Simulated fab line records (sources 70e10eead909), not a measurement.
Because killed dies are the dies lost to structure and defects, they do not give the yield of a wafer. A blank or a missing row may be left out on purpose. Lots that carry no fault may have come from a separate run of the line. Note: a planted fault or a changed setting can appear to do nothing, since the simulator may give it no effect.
2 desks looking at one fault    flow nand_harc    every desk sees just its own numbers, and what lay behind them comes last

FROM THE METROLOGY DESK
What the gauges read for every lot (on any tool): the sampled wafers with a number, averaged. Any lot whose mean is over 4 standard deviations away from the usual mean is out of limits and marked OUT; that distance is given in the brackets. 7 of its 8 readings are shown, namely those furthest out on some lot.
Columns: A = cd_nm at NHARC_A_BONDPAD_CD_MEAS_09, usual 500.6 nm; B = overlay_x_nm at NHARC_A_BONDPAD_OVL_MEAS_35, usual 0 nm; C = overlay_y_nm at NHARC_A_BONDPAD_OVL_MEAS_35, usual -1 nm; D = cd_nm at NHARC_A_BONDPAD_CD_MEAS_13, usual 500.3 nm; E = thk_nm at NHARC_A_BONDPAD_THK_MEAS_20, usual 170.1 nm; F = overlay_y_nm at NHARC_HYBRID_BOND_OVL_MEAS_05, usual -1 nm; G = thk_nm at NHARC_THIN_TSV_THK_MEAS_02, usual 2946 nm
lot   first seen here  A      B   C    D      E      F    G
L528  day 18 01:19     501.8  -0  9    501.5  171.0  -20  2924
L529  day 18 06:07     501.7  7   -5   499.9  168.2  -14  2655
L539  day 19 22:25     499.5  1   1    498.3  172.0  31   2868
L540  day 20 15:23     500.7  -6  1    499.8  170.5  13   2875
L547  day 22 11:42     495.7  4   -11  495.5  171.8  5    2877
L546  day 22 12:05     500.8  1   14   501.5  169.5  -15  3024
Result from this desk: across the 6 lots, nothing is out of limits.

DESK OF THE TOOL OWNER: pvd_sputter-03
The tool's own readings at NHARC_A_BONDPAD_PVD_17 (deposits TaN, target thk 5 nm, time 8.06 s): means of the sampled wafers that have a number, for each lot that ran on this tool. Any lot whose mean is over 4 standard deviations away from the usual mean is out of limits and marked OUT; that distance is given in the brackets.
Columns: A = throttle_valve_pct at NHARC_A_BONDPAD_PVD_17, usual 30.3 %
lot   first seen here  A
L528  day 18 02:40     30.5
L539  day 19 23:49     30.8
L540  day 20 16:43     30.6
Result from this desk: across the 3 lots, nothing is out of limits.

TAKEN TOGETHER
At the metrology desk, nothing out of limits was observed.
The desk of the tool owner found nothing out of limits.

WHAT WAS PUT IN BY THE SIMULATOR
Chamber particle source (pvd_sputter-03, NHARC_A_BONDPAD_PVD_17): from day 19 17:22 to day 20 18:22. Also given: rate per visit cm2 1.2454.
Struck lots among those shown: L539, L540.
